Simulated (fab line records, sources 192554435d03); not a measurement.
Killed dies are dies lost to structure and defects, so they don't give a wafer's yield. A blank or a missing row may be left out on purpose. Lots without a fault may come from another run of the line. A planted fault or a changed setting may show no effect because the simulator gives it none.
Split-lot experiment | flow n5_finfet | 7 lots, 39 wafers read, on a route of 1938 steps

THE SPLIT
At N5_BEOL_M12_ILD_DEP_00 (deposits SiOC from DEMS/O2, target thk 658.92 nm, time 130.7 s), the setting time_s was moved away from the recipe's 130.7 s on 15 of the 39 wafers read, by -48.5% to +41.9%. The other wafers ran this setting at the recipe's value.

FROM THE SPLIT TO THE READING: what the file shows between them, 6 steps
- N5_BEOL_M12_THK_MEAS_01
- N5_BEOL_M12_COAT_58: time 60 s, resist thk 89 nm
- N5_BEOL_M12_COAT_04: resist thk 400 nm
- N5_BEOL_M12_DESCUM_15: chemistry O2, time 7.9 s
- N5_BEOL_M12_ETCH_59: etches BARC in N2/H2, target depth 89 nm, overetch 26.7 nm, time 67.9 s
- N5_BEOL_M12_VIA_ETCH_16: etches SiOC in C4F8/O2/Ar, target depth 724.8 nm

THE READING
oes_product_au, in a.u., at N5_BEOL_M12_STRIP_63 (strips in N2/H2). Fault-free wafers of this fab line usually give 0.693 a.u., standard deviation 0.0041 a.u..

wafer  | tool, chamber at the split | time_s as run, s | against the recipe | oes_product_au, a.u. | against lot-mates on the recipe
L083.1 | pecvd-02, 0                | 83.56            | -36.1%             | 0.743                | +0.049
L083.2 | pecvd-02, 2                | 130.7            | recipe             | 0.696                | -
L083.3 | pecvd-02, 1                | 83.56            | -36.1%             | 0.768                | +0.074
L083.4 | pecvd-02, 0                | 83.56            | -36.1%             | 0.753                | +0.059
L083.5 | pecvd-02, 1                | 130.7            | recipe             | 0.697                | -
L083.6 | pecvd-02, 2                | 130.7            | recipe             | 0.688                | -
L087.1 | pecvd-02, 1                | 130.7            | recipe             | 0.692                | -
L087.3 | pecvd-02, 2                | 130.7            | recipe             | 0.695                | -
L087.4 | pecvd-02, 2                | 130.7            | recipe             | 0.690                | -
L091.1 | pecvd-02, 1                | 130.7            | recipe             | 0.692                | -
L091.2 | pecvd-02, 2                | 130.7            | recipe             | 0.689                | -
L091.3 | pecvd-02, 0                | 88.15            | -32.6%             | 0.742                | +0.049
L091.4 | pecvd-02, 2                | 88.15            | -32.6%             | 0.739                | +0.046
L091.5 | pecvd-02, 1                | 130.7            | recipe             | 0.697                | -
L091.6 | pecvd-02, 0                | 88.15            | -32.6%             | 0.741                | +0.048
L089.1 | pecvd-01, 1                | 130.7            | recipe             | 0.700                | -
L089.2 | pecvd-01, 2                | 75.93            | -41.9%             | 0.776                | +0.081
L089.3 | pecvd-01, 0                | 75.93            | -41.9%             | 0.792                | +0.097
L089.4 | pecvd-01, 2                | 130.7            | recipe             | 0.694                | -
L089.5 | pecvd-01, 0                | 75.93            | -41.9%             | 0.779                | +0.084
L089.6 | pecvd-01, 1                | 130.7            | recipe             | 0.692                | -
L092.1 | pecvd-03, 0                | 185.5            | +41.9%             | 0.657                | -0.035
L092.2 | pecvd-03, 1                | 130.7            | recipe             | 0.696                | -
L092.3 | pecvd-03, 2                | 130.7            | recipe             | 0.690                | -
L092.4 | pecvd-03, 0                | 185.5            | +41.9%             | 0.650                | -0.042
L092.5 | pecvd-03, 1                | 130.7            | recipe             | 0.691                | -
L092.6 | pecvd-03, 2                | 185.5            | +41.9%             | 0.651                | -0.041
L095.1 | pecvd-02, 2                | 130.7            | recipe             | 0.696                | -
L095.2 | pecvd-02, 0                | 130.7            | recipe             | 0.697                | -
L095.3 | pecvd-02, 1                | 130.7            | recipe             | 0.693                | -
L095.4 | pecvd-02, 2                | 130.7            | recipe             | 0.694                | -
L095.5 | pecvd-02, 0                | 130.7            | recipe             | 0.689                | -
L095.6 | pecvd-02, 1                | 130.7            | recipe             | 0.692                | -
L094.1 | pecvd-02, 0                | 67.37            | -48.5%             | 0.812                | +0.123
L094.2 | pecvd-02, 2                | 130.7            | recipe             | 0.692                | -
L094.3 | pecvd-02, 1                | 67.37            | -48.5%             | 0.814                | +0.125
L094.4 | pecvd-02, 2                | 67.37            | -48.5%             | 0.805                | +0.116
L094.5 | pecvd-02, 1                | 130.7            | recipe             | 0.687                | -
L094.6 | pecvd-02, 0                | 130.7            | recipe             | 0.689                | -

THE FIT
A straight line over all 39 wafers: oes_product_au changes by -0.00173 a.u. for each +1% of time_s; r = -0.95; the points scatter about the line by 0.014 a.u..
The same after taking each lot's own level away (the mean of its wafers on the recipe; 39 wafers): -0.00174 a.u. for each +1%; r = -0.95; scatter 0.014 a.u..
On that fit, the largest move of time_s shifts the reading by 0.084 a.u..
The lots' own levels span 0.6893 to 0.6953 a.u., that is 1.5 times the standard deviation above.
So the lot-to-lot level changes the slope little: the two slopes agree.
Check: with one of the wafers moved furthest among these (-48.5%) left out of the fit, the line predicts +0.0862 a.u. for it against its lot-mates. It came out at +0.123 a.u. against them.

THE WHOLE CHAIN: every reading that the file lists as answering this split, in the file's order
step                    | what it does                                                   | reading                                                                             | change (the file's fit)                   | r (the file's)
N5_BEOL_M12_ILD_DEP_00  | deposits SiOC from DEMS/O2, target thk 658.92 nm, time 130.7 s | SiOC_of_BEOL_M12_ILD_DEP_00.thk_nm (the simulator's own value, which no gauge read) | +6.59 nm for each +1% of the setting      | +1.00
N5_BEOL_M12_THK_MEAS_01 |                                                                | M12_ILD_THK                                                                         | +6.59 for each +1% of the setting         | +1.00
N5_BEOL_M12_VIA_ETCH_16 | etches SiOC in C4F8/O2/Ar, target depth 724.8 nm               | etch.depth_nm (the simulator's own value, which no gauge read)                      | +6.59 nm for each +1% of the setting      | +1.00
N5_BEOL_M12_VIA_ETCH_16 | etches SiOC in C4F8/O2/Ar, target depth 724.8 nm               | coat_of_BEOL_M12_COAT_04.thk_nm (the simulator's own value, which no gauge read)    | -1.94 nm for each +1% of the setting      | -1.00
N5_BEOL_M12_STRIP_63    | strips in N2/H2                                                | oes_product_au                                                                      | -0.00182 a.u. for each +1% of the setting | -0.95
N5_BEOL_M12_STRIP_63    | strips in N2/H2                                                | strip_time_to_endpoint_s                                                            | withheld for each +1% of the setting      | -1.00

THE FILE'S OWN FIT
oes_product_au changes by -0.00182 a.u. for each +1% of time_s, r = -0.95.
